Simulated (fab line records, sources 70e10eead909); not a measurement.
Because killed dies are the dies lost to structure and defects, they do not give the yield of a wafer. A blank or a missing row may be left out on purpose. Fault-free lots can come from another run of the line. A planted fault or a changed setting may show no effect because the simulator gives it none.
What tool caused it? ; flow nand harc ; 21 lots, 63 wafers sampled, at 3 steps of a route of 1302

## WHAT THE GAUGES SHOWED, per wafer
NHARC_A_CHANNEL_FILL_D2_INSPECT_13. Usual: 395 for raw defect count, sd 120.
lot;measured;on;raw defect count;flag
L074;day 14 15:51;defect inspect-01;348 268 428;
L075;day 14 16:01;defect inspect-01;352 252 760;
L076;day 15 18:47;defect inspect-02;616 386 391;
L078;day 16 00:18;defect inspect-02;331 350 363;
L079;day 16 12:38;defect inspect-02;426 480 610;
L080;day 16 22:15;defect inspect-01;230 236 297;
L077;day 16 22:15;defect inspect-02;284 449 361;
L082;day 18 13:09;defect inspect-01;351 378 265;
L083;day 18 13:09;defect inspect-02;356 516 405;
L085;day 19 00:34;defect inspect-01;334 289 278;
L084;day 19 00:35;defect inspect-02;226 308 406;
L086;day 19 18:46;defect inspect-02;440 468 657;
L087;day 19 18:52;defect inspect-01;414 552 374;
L088;day 20 10:13;defect inspect-02;235 346 159;
L090;day 21 00:37;defect inspect-02;365 489 394;
L092;day 21 15:27;defect inspect-02;354 437 575;
L091;day 21 15:28;defect inspect-01;420 350 278;
L094;day 22 18:43;defect inspect-02;544 451 493;
L093;day 22 23:16;defect inspect-02;433 363 288;
L095;day 23 14:16;defect inspect-02;410 515 390;
L097;day 24 02:47;defect inspect-01;419 310 378;

## TOOL THAT RAN EACH LOT (tool first, then ch and the chambers of the sampled wafers, then the start)
lot;NHARC_A_CHANNEL_FILL_D2_STRIP_28;NHARC_A_CHANNEL_FILL_D2_RTA_24
L074;rie diel-13 ch 0,1, day 13 16:09;rtp anneal-01 ch 0, day 14 15:41
L075;rie diel-02 ch 0,2,3, day 13 16:23;rtp anneal-02 ch 0, day 14 15:53
L076;rie diel-11 ch 0,1,3, day 14 19:10;rtp anneal-02 ch 0, day 15 18:37
L078;rie diel-11 ch 1,2, day 15 00:23;rtp anneal-01 ch 0, day 16 00:06
L079;rie diel-11 ch 0,1,2, day 15 10:41;rtp anneal-02 ch 0, day 16 12:28
L080;rie diel-11 ch 1,2, day 15 22:36;rtp anneal-01 ch 0, day 16 22:03
L077;rie diel-13 ch 0,2, day 15 22:38;rtp anneal-02 ch 0, day 16 22:07
L082;rie diel-13 ch 0,1,3, day 17 13:43;rtp anneal-01 ch 0, day 18 12:59
L083;rie diel-11 ch 0,2,3, day 17 13:44;rtp anneal-02 ch 0, day 18 12:57
L085;rie diel-02 ch 2,3, day 18 00:47;rtp anneal-01 ch 0, day 19 00:23
L084;rie diel-13 ch 2,3, day 18 00:48;rtp anneal-02 ch 0, day 19 00:23
L086;rie diel-02 ch 0,2,3, day 18 19:11;rtp anneal-01 ch 0, day 19 18:36
L087;rie diel-13 ch 0,2,3, day 18 19:11;rtp anneal-02 ch 0, day 19 18:40
L088;rie diel-13 ch 2,3, day 19 08:41;rtp anneal-02 ch 0, day 20 10:02
L090;rie diel-13 ch 1,2,3, day 19 22:08;rtp anneal-02 ch 0, day 21 00:29
L092;rie diel-11 ch 0,3, day 20 15:38;rtp anneal-01 ch 0, day 21 15:19
L091;rie diel-13 ch 1,2,3, day 20 15:39;rtp anneal-02 ch 0, day 21 15:16
L094;rie diel-11 ch 0,1,3, day 21 18:57;rtp anneal-02 ch 0, day 22 18:35
L093;rie diel-02 ch 0,1,3, day 21 18:58;rtp anneal-02 ch 0, day 22 23:05
L095;rie diel-13 ch 0,2,3, day 22 14:27;rtp anneal-01 ch 0, day 23 14:06
L097;rie diel-13 ch 0,1,3, day 23 03:29;rtp anneal-01 ch 0, day 24 02:35
- NHARC_A_CHANNEL_FILL_D2_STRIP_28: strips in O2, time 20 s.
- NHARC_A_CHANNEL_FILL_D2_RTA_24: time 5 s.

## AS READ BY THE TOOLS THEMSELVES (means over the sampled wafers that have a number; for cases with no such wafer, the mark the record gives instead)
NHARC_A_CHANNEL_FILL_D2_STRIP_28. Usual: drypump motor current A 5.6 A, standard deviation 0.51; o2 flow sccm 500.0 sccm, standard deviation 1.4; oes product au 0.999 a.u., standard deviation 0.011; rf vpp V 57.5 V, standard deviation 0.94; showerhead plenum p Torr 3.44 Torr, standard deviation 0.15; throttle valve pct 17.035 %, standard deviation 0.0081.
lot;tool;drypump motor current A (A);o2 flow sccm (sccm);oes product au (a.u.);rf vpp V (V);showerhead plenum p Torr (Torr);throttle valve pct (%);flag
L074;rie diel-13;6.1;500.0;0.999;57.2;3.36;17.035;
L075;rie diel-02;5.7;501.0;1.000;58.1;3.38;17.037;
L076;rie diel-11;5.3;499.9;0.991;57.0;3.56;17.033;
L078;rie diel-11;5.4;498.4;1.004;57.2;3.52;17.030;
L079;rie diel-11;5.3;499.7;0.983;57.9;3.56;17.035;
L080;rie diel-11;5.1;498.8;0.986;57.6;3.42;17.030;
L077;rie diel-13;6.0;499.4;1.014;57.8;3.55;17.032;
L082;rie diel-13;5.8;500.6;1.008;57.7;3.37;17.031;
L083;rie diel-11;4.9;499.5;0.993;57.6;3.45;17.044;
L085;rie diel-02;5.7;498.6;0.998;57.3;3.42;17.033;
L084;rie diel-13;5.8;498.9;0.991;57.7;3.54;17.038;
L086;rie diel-02;5.7;499.8;0.992;57.5;3.37;17.035;
L087;rie diel-13;5.7;498.7;1.005;57.1;3.46;17.034;
L088;rie diel-13;5.5;500.7;0.998;57.0;3.46;17.037;
L090;rie diel-13;5.9;499.1;0.989;58.3;3.45;17.030;
L092;rie diel-11;4.9;500.7;0.999;58.0;3.44;17.032;
L091;rie diel-13;5.8;500.5;0.993;58.0;3.45;17.035;
L094;rie diel-11;5.3;500.2;1.009;57.9;3.55;17.038;
L093;rie diel-02;5.9;499.7;1.003;57.8;3.37;17.031;
L095;rie diel-13;5.7;500.1;0.995;57.4;3.46;17.036;
L097;rie diel-13;5.8;499.9;0.996;56.8;3.37;17.035;

NHARC_A_CHANNEL_FILL_D2_RTA_24. Usual: anneal temp c max 1004.6, standard deviation 0.85; lamp power pct 33.9 %, standard deviation 0.59; lamp_zone_4_pct 33.9 %, standard deviation 0.59; wafer_temp_C_max 1005.2, standard deviation 1.3.
lot;tool;anneal temp c max;lamp power pct (%);lamp_zone_4_pct (%);wafer_temp_C_max;flag
L074;rtp anneal-01;1004.2;33.2;33.2;1005.6;
L075;rtp anneal-02;1003.8;34.4;34.4;1004.4;
L076;rtp anneal-02;1004.6;34.4;34.4;1004.6;
L078;rtp anneal-01;1004.3;33.2;33.2;1006.8;
L079;rtp anneal-02;1005.4;34.4;34.4;1004.7;
L080;rtp anneal-01;1003.7;33.2;33.2;1007.0;
L077;rtp anneal-02;1004.4;34.3;34.4;1004.0;
L082;rtp anneal-01;1005.2;33.2;33.2;1005.3;
L083;rtp anneal-02;1004.8;34.4;34.4;1004.4;
L085;rtp anneal-01;1003.9;33.2;33.2;1006.6;
L084;rtp anneal-02;1004.2;34.4;34.4;1004.1;
L086;rtp anneal-01;1004.5;33.2;33.2;1006.5;
L087;rtp anneal-02;1005.5;34.4;34.4;1004.4;
L088;rtp anneal-02;1004.6;34.4;34.4;1004.1;
L090;rtp anneal-02;1005.0;34.4;34.4;1004.0;
L092;rtp anneal-01;1004.7;33.2;33.2;1006.2;
L091;rtp anneal-02;1005.7;34.4;34.4;1004.6;
L094;rtp anneal-02;1004.9;34.4;34.5;1005.7;
L093;rtp anneal-02;1005.4;34.4;34.4;1005.3;
L095;rtp anneal-01;1003.8;33.2;33.2;1006.5;
L097;rtp anneal-01;1004.0;33.2;33.2;1005.7;

## THE ANSWER, worked out from the rows above alone
Rule: a lot counts as off when the mean over its wafers that have a number is more than 3 standard deviations away from the usual mean. Also off: a lot with no number at a reading for which 4 or more lots have one. All remaining lots with rows at the step are treated as sound. First the gauges in route order, then the tools' own readings, where a lot's mean is used as printed above. At the first step where some lot is off, the reading lying furthest off is the one used; lots without a number count as furthest.
Nothing can be told from this: no lot is off at any reading shown.

## WHAT HAD BEEN PUT IN BY THE SIMULATOR
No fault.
